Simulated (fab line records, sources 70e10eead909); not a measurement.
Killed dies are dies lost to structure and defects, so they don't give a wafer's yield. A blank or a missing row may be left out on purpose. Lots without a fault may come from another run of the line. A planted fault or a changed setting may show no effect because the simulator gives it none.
Problem report in the 8D (eight disciplines) form, filled by code | flow nand_harc | the parts of the form that need people (team, actions taken, sign-off) are left out

1. THE PROBLEM
thk_nm at NHARC_A_ONON_D2_THK_MEAS_08 reads a mean of 1570 nm on 3 wafers of 3 lots; wafers without a fault read 998 nm with a standard deviation of 6.8. That is +84 standard deviations from the usual mean.
The step: measures by ellipsometry.
First seen on wafer L692.2, day 20 01:00, on film_metro-02. The record holds 37 wafers of 13 lots with a number at this step. Rule for "out", or "out of limits": more than 4 standard deviations from the usual mean. The other wafers with a number count as sound.

2. WHAT IT IS AND WHAT IT IS NOT
question                    | is                           | is not
which readings at this step | thk_nm                       | -
which lots                  | L692, L694, L695             | L675, L677, L680, L682, L683, L684, L687, L693, L697, L698
which wafers of those lots  | L692.2, L694.2, L695.1       | L692.3, L694.3, L695.3, L695.4
read on which gauges        | film_metro-01, film_metro-02 | -
when                        | from day 20 01:00            | up to then (25 sound wafers); but 9 sound wafers of L694, L695, L697, L698 came after

3. SUSPECTS, AND WHAT RULES EACH OUT
Counting: a tool at a process step up to the reading stays a suspect if it ran every lot that is out. Sound lots after the first of them don't rule it out here, since some wafers of a struck lot are sound.
- the gauge at NHARC_A_ONON_D2_THK_MEAS_08: ruled out. The wafers that are out were read on 2 gauges (film_metro-01, film_metro-02).
- pecvd_onon-04 at NHARC_A_ONON_D2_DEP_06 (target thk 1000 nm): kept. It ran every lot that is out, first L692 (day 20 00:33); its last sound lot up to then is L693 (day 19 23:04).
Left after counting: pecvd_onon-04 at NHARC_A_ONON_D2_DEP_06.

4. THE CAUSE (what the simulator had put in)
Process parameter drift: pecvd_onon-04, from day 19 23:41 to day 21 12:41, at NHARC_A_ONON_D2_DEP_06. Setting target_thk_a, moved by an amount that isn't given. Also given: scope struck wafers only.
Counting left only this tool.

5. THE CHAIN OF EFFECTS, in route order
Each row: a reading whose mean over the struck wafers that have a number lies more than 3 standard deviations from the usual. Only readings for which the record gives a usual standard deviation are gone through. hours: the time from each lot's start at the first step in this table that gives one to its start at this step, as a median over the lots. sigmas: the change in usual standard deviations.
hours | step                        | reading         | usual  | on struck wafers | change | sigmas
0     | NHARC_A_ONON_D2_THK_MEAS_08 | thk_nm          | 998 nm | 1570             | +572   | +84
305   | NHARC_END_SORT_01           | killed_at_array | 61     | 671              | +610   | +25
305   | NHARC_END_SORT_01           | killed_dies     | 66     | 677              | +611   | +27

6. WHAT WOULD HAVE CAUGHT IT SOONER
In this record the first reading out of limits at a measuring or inspecting step was taken at day 20 01:00, 1 hour after the fault began at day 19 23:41.
Of the lots that are out (3), L694, L695 began NHARC_A_ONON_D2_DEP_06 on pecvd_onon-04 after day 20 01:00. A hold on the tool at that time would have spared those 2.
